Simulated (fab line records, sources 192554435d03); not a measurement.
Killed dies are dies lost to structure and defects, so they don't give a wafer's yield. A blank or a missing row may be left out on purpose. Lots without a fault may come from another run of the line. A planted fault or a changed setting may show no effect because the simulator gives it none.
fab line records | flow n5_finfet
record lots=11 wafers=33 last_day=18
route steps=1938 shown BEOL_M13@1698 BEOL_M14@1730
lots that met no fault: from a run of the same line without faults
start_h: hours from the record's first day to the start of the lot's first wafer shown | wait_h: hours since the lot's step before | " the same as in the row above | L1.1+2: a row that stands for several wafers | - no value, or no start given | * or withheld: withheld | < > ~ a bound
route shown NAME@n: a module of which the file shows steps, and the number in the route of the first | usual: mean/standard deviation of fault-free wafers | same: alike in all rows | chamber/n: place in a boat | sites: the reading at each site | _std_site: their standard deviation | _edge_site: outer sites' mean less inner sites' | radius_mm: how far each site lies from the wafer's centre | mask NAME#n: copy n | behind: the tool/chamber that last shaped the wafer | hold: why the lot was held/for how many hours/how that ended | device: the transistor (n, p or np) that didn't switch | end of line: the same wafers' tests at the end of the route | a step without rows: its recipe alone | killed: dies lost to structure and defects at the first sort, not the wafer's yield | map: a wafer's dies, x killed, . not, _ none there
set.NAME: the setting as run; set.NAME@STEP: as run at that earlier step | model.NAME: the simulator's own value behind a step, which no gauge read
steps of the route over a sample of lots; a table a step, a row a wafer
services: from which hour (start_h, from the record's first day; less than 0 if before it) a tool's chamber was out of use, for how many hours, and why
## steps
# step N5_BEOL_M13_OCD_MEAS_35
# usual trench_depth_nm=415/6.2
# columns lot.wafer tool chamber start_h wait_h trench_depth_nm
L395.2 ocd-02 - 266.28 0.0 406
L395.3 " - " " 424
L395.5 " - " " 420
L396.2 ocd-02 - 278.12 0.0 424
L396.4 " - " " 412
L396.6 " - " " 427
L398.2 ocd-01 - 284.86 0.0 415
L398.4 " - " " 415
L398.6 " - " " 422
L399.2 ocd-01 - 299.66 0.0 417
L399.3 " - " " 420
L399.5 " - " " 417
L400.1 ocd-01 - 306.70 0.0 409
L400.2 " - " " 415
L400.4 " - " " 409
L403.1 ocd-01 - 328.51 0.0 416
L403.3 " - " " 408
L403.4 " - " " 420
L407.1 ocd-02 - 332.62 0.0 412
L407.3 " - " " 409
L407.4 " - " " 414
L413.1 ocd-02 - 380.77 0.0 418
L413.5 " - " " 422
L413.6 " - " " 427
L412.2 ocd-01 - 382.12 0.0 411
L412.5 " - " " 423
L412.6 " - " " 413
L415.2 ocd-02 - 384.25 0.0 419
L415.5 " - " " 420
L415.6 " - " " 425
L416.2 ocd-02 - 394.55 0.0 408
L416.5 " - " " 408
L416.6 " - " " 404
# step N5_BEOL_M14_ETCH_59
# recipe chemistry=N2/H2 target=BARC target_depth_a=890 overetch_a=267 time_s=67.9 ion_energy_ev=200 pressure_mtorr=30 source_w=840 bias_w=150 n2_flow_sccm=200 h2_flow_sccm=200
# usual bias_w=150.0/0.39 drypump_motor_current_A=5.9/0.48 h2_flow_sccm=200.0/0.58 oes_product_au=0.67/0.064 rf_vpp_V=525.4/2.2 run_length_s=91.4/0.38 showerhead_plenum_p_Torr=2.60/0.073 throttle_valve_pct=17.89/0.26
# columns lot.wafer tool chamber start_h wait_h bias_w drypump_motor_current_A h2_flow_sccm oes_product_au rf_hours_counter_h rf_vpp_V run_length_s showerhead_plenum_p_Torr throttle_valve_pct
L395.2 rie_diel-03 2 272.55 0.0 150.3 5.8 200.7 0.71 64 526.7 91.8 2.70 18.15
L395.3 " 0 " " 150.2 6.4 200.5 0.74 34 525.6 90.9 2.59 17.60
L395.5 " 1 " " 149.8 6.7 201.1 0.62 - 526.6 91.2 2.63 17.61
L396.2 rie_diel-03 3 282.94 0.0 150.1 6.1 200.7 0.63 196 523.2 91.0 2.52 17.96
L396.4 " 0 " " 149.8 6.4 199.3 0.74 39 524.3 90.9 2.59 17.63
L396.6 " 3 " " 150.0 6.1 200.3 0.63 - 523.3 91.1 2.52 17.96
L398.2 rie_diel-02 1 288.28 0.0 149.3 5.0 199.8 0.71 74 521.7 91.4 2.48 17.93
L398.4 " 2 " " 150.1 6.1 199.8 0.75 27 529.9 90.9 2.70 17.79
L398.6 " 3 " " 150.0 5.8 199.8 0.68 - 525.4 91.8 2.66 18.11
L399.2 rie_diel-05 1 304.78 0.0 150.1 4.9 200.5 0.70 91 521.4 91.8 2.45 17.59
L399.3 " 2 " " 149.5 5.9 199.1 0.78 12 524.4 91.2 2.60 17.36
L399.5 " 2 " " 149.4 5.9 199.9 0.77 - 525.2 91.2 2.60 17.35
L400.1 rie_diel-05 2 310.05 0.0 150.0 5.9 201.2 0.77 14 526.0 91.7 2.60 17.37
L400.2 " 1 " " 149.7 4.9 200.3 0.70 92 522.0 91.9 2.45 17.58
L400.4 " 0 " " 150.4 5.7 199.5 0.61 176 526.5 91.7 2.65 18.20
L403.1 rie_diel-03 3 331.81 0.0 149.5 6.2 199.7 0.61 217 521.8 91.3 2.51 18.00
L403.3 " 1 " " 149.3 6.7 200.0 0.60 229 525.9 91.1 2.62 17.63
L403.4 " 2 " " 150.2 5.8 200.4 0.69 91 528.0 91.8 2.68 18.20
L407.1 rie_diel-05 1 337.55 0.0 150.3 4.9 199.0 0.69 97 522.7 92.0 2.45 17.60
L407.3 " 2 " " 149.8 5.9 199.8 0.76 18 524.8 91.4 2.60 17.39
L407.4 " 3 " " 150.3 6.4 200.5 0.59 240 525.9 91.2 2.60 18.05
L413.1 rie_diel-03 2 384.91 0.0 150.4 5.8 199.7 0.67 112 526.4 91.5 2.67 18.23
L413.5 " 1 " " 149.3 6.7 200.5 0.59 - 526.2 90.9 2.61 17.69
L413.6 " 0 " " 150.2 6.4 199.9 0.68 - 523.9 90.8 2.57 17.69
L412.2 rie_diel-02 1 385.16 0.0 149.9 5.0 200.0 0.67 109 521.8 91.4 2.47 17.97
L412.5 " 1 " " 150.4 5.0 200.5 0.68 - 519.9 91.7 2.47 17.99
L412.6 " 3 " " 150.0 5.8 200.0 0.65 - 527.0 92.3 2.64 18.20
L415.2 rie_diel-05 3 389.51 0.0 149.6 6.4 199.5 0.82 3 525.7 91.1 2.59 17.62
L415.5 " 0 " " 149.9 5.7 199.7 0.55 - 527.1 100.6 2.64 18.23
L415.6 " 3 " " 149.7 6.4 199.2 0.83 - 525.5 91.1 2.59 17.65
L416.2 rie_diel-05 2 400.22 0.0 150.6 5.9 200.4 0.71 46 525.9 91.4 2.58 17.42
L416.5 " 3 " " 150.2 6.4 201.0 0.75 - 525.0 101.0 2.59 17.64
L416.6 " 2 " " 150.3 5.9 198.9 0.72 - 523.8 91.3 2.58 17.43
# step N5_BEOL_M14_CD_MEAS_17
# recipe target_cd_nm=250 polarity=opening
# usual cd_nm=250.6/1.6
# columns lot.wafer tool chamber start_h wait_h cd_nm
L395.2 cd_sem-02 - 272.95 0.0 247.7
L395.3 " - " " 251.9
L395.5 " - " " 249.4
L396.2 cd_sem-02 - 283.35 0.0 252.3
L396.4 " - " " 252.5
L396.6 " - " " 253.0
L398.2 cd_sem-03 - 288.68 0.0 248.8
L398.4 " - " " 247.2
L398.6 " - " " 249.4
L399.2 cd_sem-01 - 305.18 0.0 249.8
L399.3 " - " " 250.8
L399.5 " - " " 252.3
L400.1 cd_sem-02 - 310.45 0.0 250.8
L400.2 " - " " 250.0
L400.4 " - " " 249.7
L403.1 cd_sem-03 - 332.21 0.0 251.7
L403.3 " - " " 253.1
L403.4 " - " " 252.8
L407.1 cd_sem-03 - 337.95 0.0 252.2
L407.3 " - " " 252.7
L407.4 " - " " 250.3
L413.1 cd_sem-03 - 385.31 0.0 251.6
L413.5 " - " " 251.6
L413.6 " - " " 252.9
L412.2 cd_sem-02 - 385.57 0.0 251.0
L412.5 " - " " 249.6
L412.6 " - " " 249.7
L415.2 cd_sem-03 - 389.91 0.0 250.4
L415.5 " - " " 251.8
L415.6 " - " " 251.9
L416.2 cd_sem-01 - 400.63 0.0 252.1
L416.5 " - " " 255.0
L416.6 " - " " 252.1
# step N5_BEOL_M14_CD_MEAS_28
# recipe target_cd_nm=284.4 landing_energy_ev=500 detector=se_inlens
# usual cd_nm=284.0/1.3
# columns lot.wafer tool chamber start_h wait_h cd_nm
L395.2 cd_sem-01 0 273.40 - 285.3
L395.3 " 0 " " 285.8
L395.5 " 0 " " 285.4
L396.2 cd_sem-02 0 283.67 - 284.5
L396.4 " 0 " " 285.4
L396.6 " 0 " " 283.8
L398.2 cd_sem-02 0 289.01 - 284.9
L398.4 " 0 " " 285.5
L398.6 " 0 " " 286.2
L399.2 cd_sem-02 0 305.63 - 282.5
L399.3 " 0 " " 283.4
L399.5 " 0 " " 283.9
L400.1 cd_sem-02 0 310.90 - 285.4
L400.2 " 0 " " 284.9
L400.4 " 0 " " 281.5
L403.1 cd_sem-01 0 332.54 - 282.8
L403.3 " 0 " " 283.9
L403.4 " 0 " " 282.4
L407.1 cd_sem-03 0 338.28 - 285.1
L407.3 " 0 " " 282.2
L407.4 " 0 " " 283.3
L413.1 cd_sem-03 0 385.64 - 282.5
L413.5 " 0 " " 284.4
L413.6 " 0 " " 283.3
L412.2 cd_sem-02 0 386.02 - 283.4
L412.5 " 0 " " 284.1
L412.6 " 0 " " 284.2
L415.2 cd_sem-01 0 390.24 - 285.3
L415.5 " 0 " " 284.3
L415.6 " 0 " " 285.2
L416.2 cd_sem-02 0 400.95 - 282.0
L416.5 " 0 " " 281.8
L416.6 " 0 " " 282.7
## services
# columns tool chamber start_h hours kind
rie_diel-05 2 250.18 - clean
rie_diel-05 2 250.18 - consumable_replace:focus_ring
rie_diel-05 2 250.18 13.4 scheduled_down
rie_diel-05 2 250.18 13.4 vent_cycle
rie_diel-03 0 253.76 5.9 repair
rie_diel-05 1 276.26 3.2 repair
rie_diel-05 - 322.76 14.6 pm
rie_diel-05 0 341.64 21.4 repair
rie_diel-05 3 363.02 - clean
rie_diel-05 3 363.02 - consumable_replace:focus_ring
rie_diel-05 3 363.02 17.6 scheduled_down
rie_diel-05 3 363.02 17.6 vent_cycle
rie_diel-05 1 364.89 25.3 repair
rie_diel-03 3 373.30 4.5 repair
rie_diel-02 0 377.03 1.3 repair
rie_diel-02 0 378.56 - clean
rie_diel-02 0 378.56 - consumable_replace:focus_ring
rie_diel-02 0 378.56 19.5 scheduled_down
rie_diel-02 0 378.56 19.5 vent_cycle
rie_diel-03 1 385.22 - clean
rie_diel-03 1 385.22 - consumable_replace:focus_ring
rie_diel-03 1 385.22 24.3 scheduled_down
rie_diel-03 1 385.22 24.3 vent_cycle
## key
first_sign step=N5_BEOL_M14_ETCH_59 reading=run_length_s direction=up sigmas=25 usual=* struck=*
effect none on later readings
met_at N5_BEOL_M14_ETCH_59
struck_lots L415,L416
struck_wafers L415.5,L416.5
not_acting_at N5_BEOL_M13_OCD_MEAS_35,N5_BEOL_M14_CD_MEAS_17,N5_BEOL_M14_CD_MEAS_28
onset_between 337.55 389.51
fault kind=process_parameter_drift tool=rie_diel-05 chamber=- onset_h=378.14 steps=N5_BEOL_M14_ETCH_59 channel=time_s offset=* shape=step end_h=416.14 scope=struck_wafers_only acts_in=* stated=*
